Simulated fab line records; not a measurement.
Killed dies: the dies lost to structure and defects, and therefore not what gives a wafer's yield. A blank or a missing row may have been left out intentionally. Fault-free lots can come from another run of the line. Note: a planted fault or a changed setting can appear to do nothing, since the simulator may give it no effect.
Matching of chambers | flow n5Finfet | rieDiel-03 running N5_MOL_CONTACT_COAG_STRIP_96: 4 sister chambers
The step strips in N2/H2. 7 wafers are shown with their chamber, then 9 later ones without.

## EACH WAFER AND ITS CHAMBER
wafer  | chamber | showerheadPlenumPTorr (Torr) | throttleValvePct (%)
L082.4 | 3       | 3.41                         | 18.8
L087.1 | 1       | 3.44                         | 19.0
L087.3 | 3       | 3.40                         | 18.8
L087.6 | 0       | 3.30                         | 19.2
L091.2 | 0       | 3.29                         | 19.3
L091.3 | 2       | 3.28                         | 18.4
L091.5 | 2       | 3.28                         | 18.5

## WAFERS MISSING THEIR CHAMBER
wafer  | showerheadPlenumPTorr (Torr) | throttleValvePct (%)
L092.2 | 3.29                         | 19.2
L092.3 | 3.28                         | 18.5
L092.4 | 3.39                         | 18.9
L093.4 | 3.28                         | 18.4
L093.5 | 3.43                         | 19.0
L093.6 | 3.28                         | 18.5
L094.1 | 3.39                         | 18.8
L094.3 | 3.43                         | 19.0
L094.5 | 3.39                         | 18.9

## THE CHAMBER EACH PASSED THROUGH
wafer  | from the rows above | in truth
L092.2 | 0                   | 0
L092.3 | 2                   | 2
L092.4 | 3                   | 3
L093.4 | 2                   | 2
L093.5 | 1                   | 1
L093.6 | 2                   | 2
L094.1 | 3                   | 3
L094.3 | 1                   | 1
L094.5 | 3                   | 3
Correct placement for 9 of the 9. Left unplaced by these rows: 0. 0 placed wrongly.
How it was worked out, from the rows above alone: a wafer's distance from a chamber is the root of the sum, over the readings, of the square of ((its reading less the chamber's mean) divided by the reading's scatter). If the next closest chamber is less than 2 further off than the closest, the wafer can't be placed; otherwise it belongs to the closest. A chamber's mean is the mean of its shown wafers. The scatter: take each reading less its chamber's mean, square it, sum over the shown wafers, divide by the number of wafers less the number of chambers, and take the root.
